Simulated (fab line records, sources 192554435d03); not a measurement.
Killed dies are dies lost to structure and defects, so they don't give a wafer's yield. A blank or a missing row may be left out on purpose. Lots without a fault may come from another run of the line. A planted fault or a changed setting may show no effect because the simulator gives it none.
fab line records | flow n5_finfet
record lots=23 wafers=69 last_day=18
route steps=1938 shown BEOL_M0@746 BEOL_M1@769
lots that met no fault: from a run of the same line without faults
start_h: hours from the record's first day to the start of the lot's first wafer shown | wait_h: hours since the lot's step before | " the same as in the row above | L1.1+2: a row that stands for several wafers | - no value, or no start given | * or withheld: withheld | < > ~ a bound
route shown NAME@n: a module of which the file shows steps, and the number in the route of the first | usual: mean/standard deviation of fault-free wafers | same: alike in all rows | chamber/n: place in a boat | sites: the reading at each site | _std_site: their standard deviation | _edge_site: outer sites' mean less inner sites' | radius_mm: how far each site lies from the wafer's centre | mask NAME#n: copy n | behind: the tool/chamber that last shaped the wafer | hold: why the lot was held/for how many hours/how that ended | device: the transistor (n, p or np) that didn't switch | end of line: the same wafers' tests at the end of the route | a step without rows: its recipe alone | killed: dies lost to structure and defects at the first sort, not the wafer's yield | map: a wafer's dies, x killed, . not, _ none there
set.NAME: the setting as run; set.NAME@STEP: as run at that earlier step | model.NAME: the simulator's own value behind a step, which no gauge read
steps of the route over a sample of lots; a table a step, a row a wafer
services: from which hour (start_h, from the record's first day; less than 0 if before it) a tool's chamber was out of use, for how many hours, and why
## steps
# step N5_BEOL_M0_CO_CAP_123
# recipe material=Co target_thk_a=20 temp_c=200 precursor=CCTBA/H2 pressure_torr=30 time_s=102.1
# usual heater_power_w=234/17
# same time_s=102.1
# columns lot.wafer tool chamber start_h wait_h heater_power_w
L074.2 cvd_co-01 0 118.29 0.0 236
L074.3 " 0 " " 240
L074.4 " 2 " " 238
L075.1 cvd_co-01 2 129.09 0.0 233
L075.4 " 0 " " 234
L075.6 " 2 " " 232
L077.2 cvd_co-01 2 133.15 0.0 235
L077.4 " 0 " " 235
L077.5 " 2 " " 233
L076.2 cvd_co-01 2 135.18 0.0 230
L076.3 " 2 " " 229
L076.5 " 0 " " 237
L078.2 cvd_co-01 0 141.59 0.0 233
L078.5 " 2 " " 232
L078.6 " 1 " " 224
L079.2 cvd_co-01 1 150.39 0.0 227
L079.4 " 0 " " 234
L079.6 " 2 " " 235
L080.4 cvd_co-01 2 159.83 0.0 234
L080.5 " 0 " " 231
L080.6 " 1 " " 229
L081.3 cvd_co-01 0 162.62 0.0 229
L081.5 " 2 " " 232
L081.6 " 1 " " 228
L082.1 cvd_co-02 1 165.01 0.0 286
L082.2 " 0 " " 217
L082.3 " 2 " " 209
L083.1 cvd_co-01 0 175.22 0.0 232
L083.3 " 2 " " 232
L083.4 " 2 " " 237
L084.3 cvd_co-01 2 182.02 0.0 236
L084.4 " 0 " " 227
L084.6 " 2 " " 231
L085.2 cvd_co-01 2 186.69 0.0 233
L085.4 " 0 " " 232
L085.6 " 1 " " 227
L086.1 cvd_co-01 0 193.76 0.0 233
L086.2 " 1 " " 229
L086.4 " 2 " " 232
L087.1 cvd_co-01 0 197.82 0.0 236
L087.3 " 2 " " 238
L087.6 " 0 " " 233
L088.2 cvd_co-02 2 203.40 0.0 207
L088.3 " 2 " " 209
L088.6 " 1 " " 291
L089.1 cvd_co-01 1 210.54 0.0 232
L089.2 " 0 " " 232
L089.3 " 2 " " 238
L090.1 cvd_co-02 0 216.38 0.0 218
L090.2 " 2 " " 210
L090.3 " 1 " " 290
L092.4 cvd_co-02 2 222.00 0.0 215
L092.5 " 0 " " 216
L092.6 " 1 " " 291
L091.1 cvd_co-01 2 222.67 0.0 229
L091.2 " 0 " " 237
L091.6 " 2 " " 235
L093.1 cvd_co-01 1 229.23 0.0 226
L093.5 " 2 " " 237
L093.6 " 1 " " 231
L095.2 cvd_co-02 2 253.00 0.0 212
L095.3 " 0 " " 215
L095.6 " 0 " " 216
L096.1 cvd_co-01 1 254.56 0.0 225
L096.4 " 1 " " 224
L096.6 " 0 " " 235
L097.1 cvd_co-01 0 259.24 0.0 231
L097.2 " 2 " " 239
L097.4 " 2 " " 234
# step N5_BEOL_M1_ETCH_63
# recipe chemistry=CF4 target=SiARC target_depth_a=156 mask_material=CAR-EUV time_s=26 ion_energy_ev=80 pressure_mtorr=40 source_w=545 bias_w=36 Ar_flow_sccm=100 cf4_flow_sccm=100 ends=cleared
# usual drypump_motor_current_A=5.64/0.3 etch_rf_on_time_s=26.0/0.55 oes_product_au=0.65/0.065 rf_vpp_V=184.4/1 showerhead_plenum_p_Torr=2.17/0.047 throttle_valve_pct=15.61/0.18
# columns lot.wafer tool chamber start_h wait_h drypump_motor_current_A etch_rf_on_time_s oes_product_au rf_hours_counter_h rf_vpp_V showerhead_plenum_p_Torr throttle_valve_pct
L074.2 rie_diel-06 3 120.82 0.0 5.29 25.3 0.75 51 182.5 2.09 15.50
L074.3 " 0 " " 5.84 27.1 0.63 150 182.8 2.23 15.63
L074.4 " 2 " " 5.55 26.1 0.62 172 184.6 2.13 15.74
L075.1 rie_diel-06 3 131.57 0.0 5.31 25.2 0.74 55 182.9 2.09 15.51
L075.4 " 0 " " 5.83 27.0 0.63 - 187.3 2.23 15.63
L075.6 " 3 " " 5.31 25.5 0.74 - 184.4 2.09 15.50
L077.2 rie_diel-05 1 135.28 0.0 5.27 25.9 0.70 74 183.9 2.15 15.31
L077.4 " 2 " " 5.54 26.0 0.74 39 184.2 2.18 15.51
L077.5 " 0 " " 6.02 26.0 0.64 - 184.6 2.24 15.52
L076.2 rie_diel-06 3 137.95 0.0 5.32 25.1 0.74 57 183.5 2.09 15.53
L076.3 " 2 " " 5.57 25.8 0.62 179 183.8 2.13 15.76
L076.5 " 2 " " 5.55 26.0 0.63 - 184.0 2.13 15.76
L078.2 rie_diel-06 2 146.37 0.0 5.55 26.4 0.61 183 182.9 2.13 15.76
L078.5 " 3 " " 5.30 25.6 0.73 - 183.9 2.09 15.52
L078.6 " 0 " " 5.84 27.2 0.62 - 185.0 2.22 15.65
L079.2 rie_diel-05 2 153.51 0.0 5.52 26.1 0.73 43 182.7 2.18 15.52
L079.4 " 3 " " 5.55 26.6 0.59 208 183.0 2.12 15.88
L079.6 " 0 " " 6.02 25.8 0.65 - 185.0 2.24 15.53
L080.4 rie_diel-05 0 161.41 0.0 6.03 25.7 0.64 161 184.1 2.24 15.52
L080.5 " 1 " " 5.23 25.4 0.71 - 184.8 2.15 15.33
L080.6 " 2 " " 5.56 26.0 0.73 - 182.3 2.18 15.53
L081.3 rie_diel-05 2 166.20 0.0 5.58 25.5 0.74 47 185.1 2.18 15.52
L081.5 " 1 " " 5.24 25.2 0.71 - 183.9 2.15 15.31
L081.6 " 0 " " 6.04 25.3 0.64 - 185.3 2.24 15.52
L082.1 rie_diel-06 1 166.40 0.0 5.26 26.3 0.84 0 185.2 2.21 15.29
L082.2 " 0 " " 5.82 27.2 0.62 170 184.6 2.22 15.66
L082.3 " 3 " " 5.30 25.4 0.73 70 184.6 2.09 15.51
L083.1 rie_diel-06 0 178.78 0.0 5.84 27.4 0.61 174 186.7 2.22 15.67
L083.3 " 2 " " 5.55 26.2 0.61 190 184.1 2.13 15.78
L083.4 " 3 " " 5.34 25.4 0.72 - 182.8 2.09 15.55
L084.3 rie_diel-05 0 183.65 0.0 6.05 25.4 0.65 167 184.6 2.24 15.54
L084.4 " 2 " " 5.57 25.5 0.73 52 184.1 2.18 15.52
L084.6 " 1 " " 5.32 25.1 0.71 - 185.5 2.15 15.36
L085.2 rie_diel-05 0 191.85 0.0 6.06 25.8 0.64 169 185.8 2.24 15.54
L085.4 " 1 " " 5.28 25.3 0.71 90 185.2 2.15 15.34
L085.6 " 0 " " 6.07 25.7 0.64 - 185.6 2.24 15.53
L086.1 rie_diel-01 0 196.53 0.0 6.10 26.0 0.76 18 185.3 2.18 15.51
L086.2 " 1 " " 5.96 25.9 0.60 236 185.6 2.19 16.03
L086.4 " 3 " " 5.78 25.4 0.64 202 186.5 2.21 15.45
L087.1 rie_diel-01 1 199.47 0.0 5.97 26.0 0.60 236 183.3 2.19 16.03
L087.3 " 2 " " 5.25 25.7 0.57 236 184.0 2.12 15.66
L087.6 " 3 " " 5.78 25.9 0.63 - 183.8 2.21 15.47
L088.2 rie_diel-01 3 205.97 0.0 5.73 25.7 0.63 205 185.4 2.21 15.46
L088.3 " 1 " " 5.95 26.1 0.59 239 184.5 2.19 16.04
L088.6 " 2 " " 5.26 25.6 0.57 - 183.6 2.12 15.67
L089.1 rie_diel-01 3 212.36 0.0 5.75 26.1 0.63 207 184.6 2.21 15.46
L089.2 " 2 " " 5.27 25.8 0.57 241 184.6 2.12 15.68
L089.3 " 1 " " 5.93 26.2 0.59 242 184.5 2.19 16.04
L090.1 rie_diel-01 3 218.56 0.0 5.75 26.1 0.62 210 185.1 2.21 15.46
L090.2 " 0 " " 6.09 26.3 0.74 27 185.5 2.18 15.52
L090.3 " 2 " " 5.26 25.9 0.57 244 183.8 2.11 15.67
L092.4 rie_diel-01 3 223.55 0.0 5.75 26.2 0.62 212 185.5 2.21 15.46
L092.5 " 0 " " 6.11 26.5 0.74 - 185.1 2.18 15.54
L092.6 " 3 " " 5.74 26.0 0.63 - 184.6 2.21 15.47
L091.1 rie_diel-01 2 225.96 0.0 5.27 25.7 0.57 246 183.6 2.11 15.68
L091.2 " 0 " " 6.11 26.2 0.75 29 184.0 2.18 15.52
L091.6 " 0 " " 6.08 26.5 0.74 - 183.5 2.18 15.52
L093.1 rie_diel-01 1 230.48 0.0 5.93 26.1 0.59 248 185.0 2.19 16.06
L093.5 " 2 " " 5.27 25.8 0.57 - 183.1 2.11 15.67
L093.6 " 3 " " 5.77 26.3 0.62 - 185.3 2.21 15.49
L095.2 rie_diel-01 2 256.09 0.0 5.27 26.0 0.57 257 183.4 2.11 15.70
L095.3 " 0 " " 6.08 26.4 0.73 41 183.6 2.17 15.57
L095.6 " 3 " " 5.74 26.2 0.62 - 184.1 2.20 15.50
L096.1 rie_diel-06 1 256.63 0.0 5.27 26.9 0.76 19 185.9 2.20 15.31
L096.4 " 0 " " 5.84 27.0 0.60 198 184.3 2.21 15.73
L096.6 " 0 " " 5.83 27.2 0.60 - 184.9 2.21 15.72
L097.1 rie_diel-06 3 263.48 0.0 5.30 25.2 0.70 104 182.3 2.08 15.60
L097.2 " 0 " " 5.80 26.9 0.60 200 185.5 2.21 15.74
L097.4 " 1 " " 5.27 26.5 0.77 21 185.5 2.20 15.33
# step N5_BEOL_M1_ETCH_64
# recipe chemistry=N2/H2 target=SOC target_depth_a=750 overetch_a=150 mask_material=SiARC temp_c=40 time_s=112.5 ion_energy_ev=200 pressure_mtorr=30 source_w=840 bias_w=150 n2_flow_sccm=200 h2_flow_sccm=200
# usual drypump_motor_current_A=5.64/0.3 oes_product_au=0.61/0.058 rf_vpp_V=524.8/1.8 showerhead_plenum_p_Torr=2.58/0.057 throttle_valve_pct=17.87/0.2
# same time_s=112.5
# columns lot.wafer tool chamber start_h wait_h drypump_motor_current_A oes_product_au rf_hours_counter_h rf_vpp_V showerhead_plenum_p_Torr throttle_valve_pct
L074.2 rie_diel-06 3 120.85 0.0 5.36 0.68 51 523.3 2.49 17.90
L074.3 " 0 " " 5.83 0.60 150 526.9 2.65 17.89
L074.4 " 2 " " 5.56 0.58 172 524.6 2.54 17.91
L075.1 rie_diel-06 3 131.60 0.0 5.36 0.68 55 522.4 2.49 17.90
L075.4 " 0 " " 5.83 0.60 - 525.6 2.65 17.92
L075.6 " 3 " " 5.26 0.67 - 521.0 2.49 17.90
L077.2 rie_diel-05 1 135.31 0.0 5.30 0.65 74 525.2 2.59 17.65
L077.4 " 2 " " 5.56 0.69 39 525.3 2.60 17.93
L077.5 " 0 " " 6.06 0.59 - 527.6 2.65 17.75
L076.2 rie_diel-06 3 137.98 0.0 5.29 0.67 57 523.2 2.49 17.89
L076.3 " 2 " " 5.56 0.58 179 524.3 2.54 17.91
L076.5 " 2 " " 5.57 0.57 - 523.7 2.54 17.92
L078.2 rie_diel-06 2 146.39 0.0 5.56 0.58 183 522.2 2.53 17.93
L078.5 " 3 " " 5.32 0.67 - 520.7 2.49 17.91
L078.6 " 0 " " 5.88 0.59 - 526.8 2.65 17.92
L079.2 rie_diel-05 2 153.54 0.0 5.56 0.68 43 524.5 2.60 17.93
L079.4 " 3 " " 5.55 0.56 208 524.6 2.50 17.86
L079.6 " 0 " " 6.09 0.60 - 528.2 2.65 17.78
L080.4 rie_diel-05 0 161.43 0.0 6.01 0.60 161 526.9 2.65 17.76
L080.5 " 1 " " 5.26 0.65 - 525.9 2.59 17.67
L080.6 " 2 " " 5.55 0.67 - 525.2 2.60 17.95
L081.3 rie_diel-05 2 166.23 0.0 5.57 0.68 47 524.5 2.60 17.94
L081.5 " 1 " " 5.27 0.64 - 523.5 2.59 17.69
L081.6 " 0 " " 6.01 0.59 - 526.9 2.65 17.76
L082.1 rie_diel-06 1 166.43 0.0 5.29 0.80 0 526.1 2.60 17.29
L082.2 " 0 " " 5.82 0.59 170 527.2 2.64 17.94
L082.3 " 3 " " 5.32 0.66 70 521.8 2.49 17.94
L083.1 rie_diel-06 0 178.81 0.0 5.84 0.59 174 527.5 2.64 17.96
L083.3 " 2 " " 5.55 0.57 190 524.6 2.53 17.94
L083.4 " 3 " " 5.27 0.66 - 522.8 2.48 17.94
L084.3 rie_diel-05 0 183.68 0.0 6.01 0.59 167 527.3 2.64 17.78
L084.4 " 2 " " 5.54 0.67 52 525.7 2.60 17.95
L084.6 " 1 " " 5.27 0.64 - 525.0 2.59 17.70
L085.2 rie_diel-05 0 191.87 0.0 6.07 0.59 169 526.3 2.64 17.78
L085.4 " 1 " " 5.29 0.64 90 525.1 2.59 17.71
L085.6 " 0 " " 6.08 0.59 - 525.9 2.64 17.79
L086.1 rie_diel-01 0 196.55 0.0 6.09 0.71 18 526.0 2.61 17.95
L086.2 " 1 " " 5.96 0.55 236 526.8 2.63 18.40
L086.4 " 3 " " 5.73 0.59 202 527.0 2.63 17.60
L087.1 rie_diel-01 1 199.50 0.0 5.96 0.55 236 526.1 2.63 18.38
L087.3 " 2 " " 5.27 0.53 236 523.3 2.51 17.85
L087.6 " 3 " " 5.74 0.58 - 526.7 2.63 17.61
L088.2 rie_diel-01 3 206.00 0.0 5.78 0.59 205 525.9 2.63 17.61
L088.3 " 1 " " 5.97 0.55 239 525.0 2.62 18.40
L088.6 " 2 " " 5.26 0.54 - 521.6 2.51 17.81
L089.1 rie_diel-01 3 212.39 0.0 5.75 0.58 207 526.4 2.62 17.62
L089.2 " 2 " " 5.27 0.54 241 522.0 2.51 17.85
L089.3 " 1 " " 5.96 0.55 242 527.3 2.62 18.39
L090.1 rie_diel-01 3 218.59 0.0 5.77 0.59 210 526.0 2.62 17.62
L090.2 " 0 " " 6.09 0.69 27 525.3 2.61 17.97
L090.3 " 2 " " 5.27 0.53 244 523.5 2.51 17.86
L092.4 rie_diel-01 3 223.58 0.0 5.72 0.58 212 525.1 2.62 17.62
L092.5 " 0 " " 6.10 0.69 - 526.2 2.61 17.95
L092.6 " 3 " " 5.75 0.58 - 526.9 2.62 17.62
L091.1 rie_diel-01 2 225.98 0.0 5.26 0.53 246 524.6 2.50 17.84
L091.2 " 0 " " 6.08 0.69 29 524.7 2.61 17.95
L091.6 " 0 " " 6.10 0.69 - 526.2 2.61 17.97
L093.1 rie_diel-01 1 230.50 0.0 5.95 0.54 248 525.0 2.62 18.40
L093.5 " 2 " " 5.28 0.53 - 522.6 2.50 17.84
L093.6 " 3 " " 5.76 0.58 - 525.8 2.62 17.64
L095.2 rie_diel-01 2 256.12 0.0 5.26 0.53 257 523.2 2.50 17.88
L095.3 " 0 " " 6.10 0.67 41 525.3 2.60 17.99
L095.6 " 3 " " 5.74 0.58 - 525.5 2.62 17.63
L096.1 rie_diel-06 1 256.66 0.0 5.29 0.72 19 525.7 2.59 17.34
L096.4 " 0 " " 5.84 0.57 198 526.8 2.63 17.99
L096.6 " 0 " " 5.86 0.57 - 525.5 2.63 17.98
L097.1 rie_diel-06 3 263.51 0.0 5.28 0.64 104 521.3 2.47 17.99
L097.2 " 0 " " 5.82 0.57 200 526.8 2.63 17.99
L097.4 " 1 " " 5.29 0.71 21 524.1 2.59 17.34
# step N5_BEOL_M1_ETCH_77
# recipe chemistry=N2/H2 target=underlayer target_depth_a=65 mask_material=CAR-EUV time_s=5.2 ion_energy_ev=200 pressure_mtorr=30 source_w=840 bias_w=150 n2_flow_sccm=200 h2_flow_sccm=200 ends=cleared
# usual drypump_motor_current_A=5.64/0.29 etch_rf_on_time_s=5.23/0.13 oes_product_au=0.66/0.067 rf_vpp_V=524.5/2.1 showerhead_plenum_p_Torr=2.57/0.06 throttle_valve_pct=17.93/0.2
# columns lot.wafer tool chamber start_h wait_h drypump_motor_current_A etch_rf_on_time_s oes_product_au rf_hours_counter_h rf_vpp_V showerhead_plenum_p_Torr throttle_valve_pct
L074.2 rie_diel-01 3 121.71 0.0 5.77 5.11 0.66 177 524.8 2.64 17.60
L074.3 " 1 " " 5.96 5.21 0.62 210 524.5 2.64 18.37
L074.4 " 0 " " 6.08 5.34 0.56 249 523.5 2.62 18.39
L075.1 rie_diel-06 0 132.60 0.0 5.85 5.45 0.63 154 526.8 2.65 17.93
L075.4 " 3 " " 5.33 5.12 0.74 - 523.5 2.49 17.92
L075.6 " 2 " " 5.58 5.26 0.62 - 521.4 2.54 17.96
L077.2 rie_diel-06 2 136.26 0.0 5.57 5.30 0.62 179 525.6 2.54 17.95
L077.4 " 3 " " 5.30 5.12 0.75 - 520.9 2.49 17.95
L077.5 " 2 " " 5.57 5.28 0.62 - 525.8 2.54 17.97
L076.2 rie_diel-06 0 138.88 0.0 5.84 5.40 0.62 157 526.4 2.65 17.96
L076.3 " 2 " " 5.57 5.28 0.61 180 523.0 2.54 17.96
L076.5 " 2 " " 5.58 5.28 0.61 - 521.5 2.54 17.96
L078.2 rie_diel-06 2 147.36 0.0 5.56 5.28 0.61 183 522.7 2.53 17.96
L078.5 " 0 " " 5.82 5.42 0.62 - 525.9 2.65 17.97
L078.6 " 3 " " 5.32 5.06 0.73 - 523.3 2.49 17.95
L079.2 rie_diel-01 0 154.50 0.0 6.09 5.40 0.78 3 526.1 2.62 17.94
L079.4 " 3 " " 5.73 5.16 0.64 188 526.3 2.63 17.63
L079.6 " 2 " " 5.26 5.21 0.58 - 521.2 2.51 17.85
L080.4 rie_diel-06 0 162.40 0.0 5.84 5.52 0.61 - 526.7 2.64 17.96
L080.5 " 0 " " 5.84 5.50 0.62 - 526.2 2.64 17.99
L080.6 " 3 " " 5.26 5.10 0.72 - 522.1 2.49 17.97
L081.3 rie_diel-05 1 167.19 0.0 5.24 5.06 0.69 82 526.4 2.59 17.71
L081.5 " 2 " " 5.55 5.14 0.74 - 526.0 2.60 17.98
L081.6 " 3 " " 5.54 5.25 0.60 - 525.2 2.50 17.91
L082.1 rie_diel-01 3 167.38 0.0 5.77 5.13 0.63 193 526.4 2.63 17.64
L082.2 " 1 " " 5.98 5.22 0.60 226 527.4 2.63 18.42
L082.3 " 0 " " 6.09 5.36 0.78 8 527.2 2.62 17.96
L083.1 rie_diel-06 0 179.77 0.0 5.82 5.42 0.61 174 525.8 2.64 17.95
L083.3 " 2 " " 5.55 5.35 0.61 190 521.3 2.53 17.96
L083.4 " 0 " " 5.82 5.44 0.61 - 526.8 2.64 17.98
L084.3 rie_diel-05 3 184.87 0.0 5.55 5.23 0.60 216 524.3 2.50 17.94
L084.4 " 0 " " 6.08 5.13 0.65 168 525.7 2.64 17.82
L084.6 " 3 " " 5.55 5.26 0.61 - 523.7 2.50 17.93
L085.2 rie_diel-01 0 192.82 0.0 6.09 5.26 0.75 17 524.9 2.61 17.97
L085.4 " 1 " " 5.98 5.23 0.60 234 524.6 2.63 18.41
L085.6 " 0 " " 6.10 5.30 0.75 - 525.9 2.61 17.98
L086.1 rie_diel-01 1 197.74 0.0 5.96 5.21 0.60 236 525.0 2.63 18.44
L086.2 " 2 " " 5.27 5.15 0.57 236 522.1 2.51 17.88
L086.4 " 0 " " 6.11 5.35 0.75 19 525.2 2.61 17.99
L087.1 rie_diel-06 1 200.45 0.0 5.31 5.39 0.81 3 526.1 2.59 17.34
L087.3 " 2 " " 5.57 5.36 0.59 196 523.3 2.53 18.00
L087.6 " 0 " " 5.83 5.42 0.60 - 525.0 2.64 18.01
L088.2 rie_diel-06 0 206.96 0.0 5.82 5.44 0.61 185 526.8 2.64 18.01
L088.3 " 1 " " 5.27 5.31 0.81 6 524.6 2.59 17.37
L088.6 " 3 " " 5.35 5.08 0.71 - 523.1 2.48 18.00
L089.1 rie_diel-01 0 213.43 0.0 6.10 5.25 0.75 24 525.6 2.61 17.99
L089.2 " 1 " " 5.95 5.17 0.60 242 525.2 2.62 18.45
L089.3 " 2 " " 5.27 5.13 0.57 242 520.4 2.51 17.86
L090.1 rie_diel-06 0 219.46 0.0 5.83 5.43 0.61 189 524.4 2.63 18.00
L090.2 " 2 " " 5.55 5.32 0.59 203 525.1 2.53 18.00
L090.3 " 3 " " 5.27 5.10 0.71 91 521.9 2.48 18.02
L092.4 rie_diel-01 2 224.56 0.0 5.28 5.20 0.58 246 521.8 2.50 17.89
L092.5 " 3 " " 5.74 5.16 0.62 - 526.2 2.62 17.67
L092.6 " 0 " " 6.04 5.30 0.74 - 526.9 2.61 18.01
L091.1 rie_diel-05 2 226.81 0.0 5.54 5.15 0.70 66 525.1 2.59 17.99
L091.2 " 3 " " 5.55 5.32 0.58 229 522.4 2.49 17.95
L091.6 " 0 " " 6.07 5.14 0.62 - 524.6 2.64 17.82
L093.1 rie_diel-06 2 231.45 0.0 5.57 5.28 0.60 206 521.4 2.53 18.00
L093.5 " 3 " " 5.34 5.11 0.68 - 521.8 2.48 17.98
L093.6 " 0 " " 5.84 5.38 0.62 - 526.9 2.63 18.01
L095.2 rie_diel-05 1 257.33 0.0 5.28 5.08 0.68 109 524.8 2.58 17.75
L095.3 " 2 " " 5.55 5.20 0.70 75 523.5 2.59 18.03
L095.6 " 1 " " 5.28 5.00 0.69 - 524.5 2.58 17.78
L096.1 rie_diel-01 3 257.69 0.0 5.72 5.23 0.62 224 527.7 2.62 17.69
L096.4 " 1 " " 5.94 4.99 0.86 - 525.9 2.62 18.00
L096.6 " 3 " " 5.73 5.13 0.62 - 526.7 2.62 17.66
L097.1 rie_diel-05 0 264.49 0.0 6.07 5.05 0.63 190 525.1 2.63 17.84
L097.2 " 1 " " 5.26 5.00 0.68 111 525.0 2.58 17.77
L097.4 " 2 " " 5.57 5.12 0.70 77 525.2 2.59 18.04
# step N5_BEOL_M1_SURFACE_TREAT_85
# recipe gas=Ar time_s=* ion_energy_ev=* ion_current_ma_cm2=0.5 pressure_mtorr=* ar_flow_sccm=30
# usual pressure_mtorr=* throttle_valve_pct=*
# same time_s=*
# columns lot.wafer tool chamber start_h wait_h pressure_mtorr throttle_valve_pct
L074.2 pvd_sputter-03 - 126.86 0.2 * *
L074.3 " - " " * *
L074.4 " - " " * *
L075.1 pvd_sputter-01 - 134.85 0.1 * *
L075.4 " - " " * *
L075.6 " - " " * *
L077.2 pvd_sputter-02 - 138.43 0.3 * *
L077.4 " - " " * *
L077.5 " - " " * *
L076.2 pvd_sputter-01 - 141.52 0.2 * *
L076.3 " - " " * *
L076.5 " - " " * *
L078.2 pvd_sputter-02 - 153.51 0.1 * *
L078.5 " - " " * *
L078.6 " - " " * *
L079.2 pvd_sputter-03 - 161.33 0.2 * *
L079.4 " - " " * *
L079.6 " - " " * *
L081.3 pvd_sputter-03 - 171.73 0.2 * *
L081.5 " - " " * *
L081.6 " - " " * *
L082.1 pvd_sputter-03 - 171.77 0.1 * *
L082.2 " - " " * *
L082.3 " - " " * *
L080.4 pvd_sputter-01 - 172.22 0.2 * *
L080.5 " - " " * *
L080.6 " - " " * *
L083.1 pvd_sputter-01 - 184.02 0.2 * *
L083.3 " - " " * *
L083.4 " - " " * *
L084.3 pvd_sputter-02 - 193.38 0.1 * *
L084.4 " - " " * *
L084.6 " - " " * *
L085.2 pvd_sputter-03 - 195.44 1.3 * *
L085.4 " - " " * *
L085.6 " - " " * *
L086.1 pvd_sputter-01 - 199.38 0.2 * *
L086.2 " - " " * *
L086.4 " - " " * *
L087.1 pvd_sputter-02 - 205.72 0.2 * *
L087.3 " - " " * *
L087.6 " - " " * *
L088.2 pvd_sputter-02 - 211.56 0.1 * *
L088.3 " - " " * *
L088.6 " - " " * *
L089.1 pvd_sputter-01 - 215.17 0.2 * *
L089.2 " - " " * *
L089.3 " - " " * *
L090.1 pvd_sputter-02 - 229.57 0.4 * *
L090.2 " - " " * *
L090.3 " - " " * *
L092.4 pvd_sputter-03 - 233.64 0.1 * *
L092.5 " - " " * *
L092.6 " - " " * *
L091.1 pvd_sputter-03 - 234.22 0.2 * *
L091.2 " - " " * *
L091.6 " - " " * *
L093.1 pvd_sputter-03 - 236.52 0.2 * *
L093.5 " - " " * *
L093.6 " - " " * *
L095.2 pvd_sputter-03 - 263.49 0.2 * *
L095.3 " - " " * *
L095.6 " - " " * *
L096.1 pvd_sputter-03 - 264.93 0.2 * *
L096.4 " - " " * *
L096.6 " - " " * *
L097.1 pvd_sputter-01 - 274.91 0.2 * *
L097.2 " - " " * *
L097.4 " - " " * *
# step N5_BEOL_M1_ANNEAL_93
# recipe temp_c=400 time_s=240 ambient=vacuum
# usual heater_power_w=826/110
# same time_s=240
# columns lot.wafer tool chamber start_h wait_h heater_power_w
L074.2 pvd_sputter-03 - 128.64 0.0 705
L074.3 " - " " 1031
L074.4 " - " " 902
L075.1 pvd_sputter-01 - 136.54 0.0 767
L075.4 " - " " 665
L075.6 " - " " 799
L077.2 pvd_sputter-02 - 140.15 0.0 917
L077.4 " - " " 888
L077.5 " - " " 931
L076.2 pvd_sputter-03 - 144.95 0.0 885
L076.3 " - " " 718
L076.5 " - " " 710
L078.2 pvd_sputter-01 - 155.13 0.0 780
L078.5 " - " " 744
L078.6 " - " " 768
L079.2 pvd_sputter-03 - 163.27 0.0 695
L079.4 " - " " 885
L079.6 " - " " 718
L081.3 pvd_sputter-03 - 173.45 0.0 1052
L081.5 " - " " 726
L081.6 " - " " 879
L082.1 pvd_sputter-02 - 173.60 0.0 911
L082.2 " - " " 916
L082.3 " - " " 889
L080.4 pvd_sputter-02 - 175.44 0.0 910
L080.5 " - " " 712
L080.6 " - " " 919
L083.1 pvd_sputter-03 - 185.66 0.0 864
L083.3 " - " " 703
L083.4 " - " " 895
L084.3 pvd_sputter-03 - 195.00 0.0 882
L084.4 " - " " 903
L084.6 " - " " 867
L085.2 pvd_sputter-01 - 197.08 0.0 744
L085.4 " - " " 791
L085.6 " - " " 675
L086.1 pvd_sputter-01 - 201.14 0.0 805
L086.2 " - " " 665
L086.4 " - " " 766
L087.1 pvd_sputter-02 - 207.56 0.0 938
L087.3 " - " " 865
L087.6 " - " " 911
L088.2 pvd_sputter-02 - 213.22 0.0 869
L088.3 " - " " 913
L088.6 " - " " 934
L089.1 pvd_sputter-02 - 217.00 0.0 933
L089.2 " - " " 911
L089.3 " - " " 903
L090.1 pvd_sputter-01 - 231.19 0.0 802
L090.2 " - " " 718
L090.3 " - " " 758
L092.4 pvd_sputter-01 - 235.33 0.0 784
L092.5 " - " " 744
L092.6 " - " " 775
L091.1 pvd_sputter-03 - 236.08 0.0 890
L091.2 " - " " 1049
L091.6 " - " " 717
L093.1 pvd_sputter-03 - 238.20 0.0 1046
L093.5 " - " " 893
L093.6 " - " " 1065
L095.2 pvd_sputter-02 - 265.46 0.0 923
L095.3 " - " " 887
L095.6 " - " " 877
L096.1 pvd_sputter-03 - 266.57 0.0 905
L096.4 " - " " 882
L096.6 " - " " 881
L097.1 pvd_sputter-01 - 278.29 0.0 733
L097.2 " - " " 684
L097.4 " - " " 745
## services
# columns tool chamber start_h hours kind
cvd_co-01 - 95.66 2.8 pm
cvd_co-02 - 96.27 1.0 repair
pvd_sputter-01 - 98.12 1.5 repair
cvd_co-02 - 125.00 0.2 repair
rie_diel-01 0 126.57 - clean
rie_diel-01 0 126.57 - consumable_replace:focus_ring
rie_diel-01 0 126.57 18.5 scheduled_down
rie_diel-01 0 126.57 18.5 vent_cycle
rie_diel-06 1 130.63 9.8 repair
rie_diel-06 1 140.64 - clean
rie_diel-06 1 140.64 - consumable_replace:focus_ring
rie_diel-06 1 140.64 25.2 scheduled_down
rie_diel-06 1 140.64 25.2 vent_cycle
rie_diel-06 2 149.71 12.8 repair
rie_diel-01 3 157.99 1.5 repair
cvd_co-01 - 174.11 0.4 repair
rie_diel-06 1 177.25 22.2 repair
rie_diel-06 2 194.15 4.6 repair
cvd_co-02 0 201.54 3.7 repair
rie_diel-01 1 239.29 - clean
rie_diel-01 1 239.29 - consumable_replace:focus_ring
rie_diel-01 1 239.29 17.8 scheduled_down
pvd_sputter-01 - 260.51 3.0 repair
rie_diel-06 0 274.36 3.1 repair
## key
fault none
